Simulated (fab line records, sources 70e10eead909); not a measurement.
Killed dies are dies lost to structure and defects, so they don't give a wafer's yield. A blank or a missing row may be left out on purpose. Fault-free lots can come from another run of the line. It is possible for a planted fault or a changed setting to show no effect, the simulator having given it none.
Matching of chambers | flow nand_harc | ald_hk-02 running NHARC_A_CHANNEL_FILL_D1_ALD_14: 4 sister chambers
The step deposits SiO2, target thk 2.5 nm, pulse time 10 s, ald cycles 25. 14 wafers are shown with their chamber, then 7 later ones without.

== WAFERS WITH THEIR CHAMBER ==
wafer  | chamber | heater_power_w (W) | precursor_pulse_height_rel
L076.1 | 1       | 454                | 0.983
L076.2 | 0       | 616                | 0.998
L076.6 | 0       | 599                | 0.985
L078.1 | 1       | 450                | 0.997
L078.3 | 0       | 585                | 1.010
L078.4 | 2       | 472                | 1.025
L077.2 | 3       | 435                | 0.971
L077.3 | 0       | 587                | 1.015
L077.4 | 1       | 478                | 1.023
L086.1 | 1       | 484                | 1.023
L086.3 | 3       | 449                | 0.990
L086.6 | 1       | 464                | 0.993
L091.1 | 1       | 508                | 1.004
L091.3 | 3       | 444                | 1.008

SIGNATURES (averages over the wafers above)
reading                    | chamber 0 | chamber 1 | chamber 2 | chamber 3 | scatter within a chamber
heater_power_w             | 596.75    | 473.00    | 472.00    | 442.67    | 17.5
precursor_pulse_height_rel | 1.00200   | 1.00383   | 1.02500   | 0.98967   | 0.016
Rule: a wafer's distance from a chamber is the root of the sum, over the readings, of the square of ((its reading less the chamber's mean) divided by the reading's scatter). If the next closest chamber is less than 2 further off than the closest, the wafer can't be placed; otherwise it belongs to the closest. The scatter: take each reading less its chamber's mean, square it, sum over the shown wafers, divide by the number of wafers less the number of chambers, and take the root.

== WAFERS WHOSE CHAMBER IS MISSING ==
wafer  | heater_power_w (W) | precursor_pulse_height_rel
L091.4 | 450                | 0.993
L092.4 | 441                | 0.935
L092.5 | 515                | 0.982
L092.6 | 578                | 0.990
L094.1 | 451                | 1.013
L094.2 | 513                | 1.012
L094.6 | 460                | 1.035

== WHICH CHAMBER EACH WENT THROUGH ==
wafer  | from the rows above          | in truth
L091.4 | can't be placed: 3 or 1 or 2 | 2
L092.4 | can't be placed: 3 or 1      | 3
L092.5 | can't be placed: 1 or 2 or 3 | 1
L092.6 | 0                            | 0
L094.1 | can't be placed: 1 or 2 or 3 | 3
L094.2 | can't be placed: 1 or 2 or 3 | 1
L094.6 | can't be placed: 2 or 1      | 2
Placed correctly: 1 of 7. Cannot be placed on the basis of these rows: 6; the candidates contain the true chamber in 6. Number placed wrongly: 0.
